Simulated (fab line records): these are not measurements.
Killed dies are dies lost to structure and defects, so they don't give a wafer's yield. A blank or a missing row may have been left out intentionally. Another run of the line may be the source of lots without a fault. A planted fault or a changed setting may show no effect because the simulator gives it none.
8D (eight disciplines) problem report, filled in by code + flow nand harc + the parts of the form that need people (team, actions taken, sign-off) are left out

== 1. THE ISSUE ==
thk nm at NHARC_A_ONON_D1_THK_MEAS_30 reads a mean of 1560 nm on 2 wafers of 2 lots; wafers without a fault read 999 nm with a standard deviation of 11. That puts it +51 standard deviations away from the usual mean.
The step: measures by ellipsometry.
First observed at day 11 23:40: wafer L781.4, on film metro-02. The record has a number at this step for 38 wafers belonging to 14 lots. Rule for "out", or "out of limits": more than 4 standard deviations from the usual mean. The other wafers with a number count as sound.

== 2. WHAT IT IS; WHAT IT IS NOT ==
| question                    | is                     | is not                                                                                                         |
|-----------------------------|------------------------|----------------------------------------------------------------------------------------------------------------|
| which readings at this step | thk nm                 | -                                                                                                              |
| which lots                  | L781, L783             | L773, L775, L776, L779, L786, L788, L790, L791, L792, L793, L794, L795                                         |
| which wafers of those lots  | all that have a number | -                                                                                                              |
| read on which gauges        | film metro-02          | film metro-01                                                                                                  |
| when                        | from day 11 23:40      | up to then (12 sound wafers); but 24 sound wafers of L786, L788, L790, L791, L792, L793, L794, L795 came after |

== 3. THE SUSPECTS, EACH WITH WHAT RULES IT OUT ==
Counting: a tool stays on the suspect list if, at a process step up to the reading, it processed all lots that are out and no sound lot following the first of them.
- the gauge at NHARC_A_ONON_D1_THK_MEAS_30: ruled out. All the wafers that are out were read on film metro-02, but those of them that NHARC_END_SORT_01 has rows for are out there too, on other tools.
- pecvd onon-01 at NHARC_A_ONON_D1_DEP_28 (target thk 1000 nm): ruled out as a lasting fault. After its first lot that is out, L781 (day 11 23:20), sound lots L792, L794 ran on it.
Left after counting: nothing in the record.

== 4. THE CAUSE (what the simulator had put in) ==
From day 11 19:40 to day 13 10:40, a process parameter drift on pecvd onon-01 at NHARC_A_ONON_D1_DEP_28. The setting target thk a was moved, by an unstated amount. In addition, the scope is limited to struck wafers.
The count ruled it out by mistake, since the rule takes a fault to strike every lot its tool runs from the start of the fault on, and this one did not do so.

== 5. THE CHAIN OF EFFECTS, in route order ==
One row per reading whose mean, taken over the struck wafers that have a number, lies over 3 standard deviations from the usual. Scope: only readings with a usual standard deviation given in the record; hours: median across lots of the time from each lot's start at the first step in this table that gives one to its start at this step; sigmas: change in usual standard deviations.
| hours | step                        | reading         | usual  | on struck wafers | change | sigmas |
|-------|-----------------------------|-----------------|--------|------------------|--------|--------|
| 0     | NHARC_A_ONON_D1_THK_MEAS_30 | thk nm          | 999 nm | 1560             | +562   | +51    |
| 392   | NHARC_END_SORT_01           | killed at array | 53     | 674              | +621   | +33    |
| 392   | NHARC_END_SORT_01           | killed dies     | 57     | 677              | +620   | +33    |

== 6. HOW IT WOULD HAVE BEEN CAUGHT EARLIER ==
4 hours passed between the start of the fault at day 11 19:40 and the first reading out of limits at a measuring or inspecting step in this record, taken at day 11 23:40.
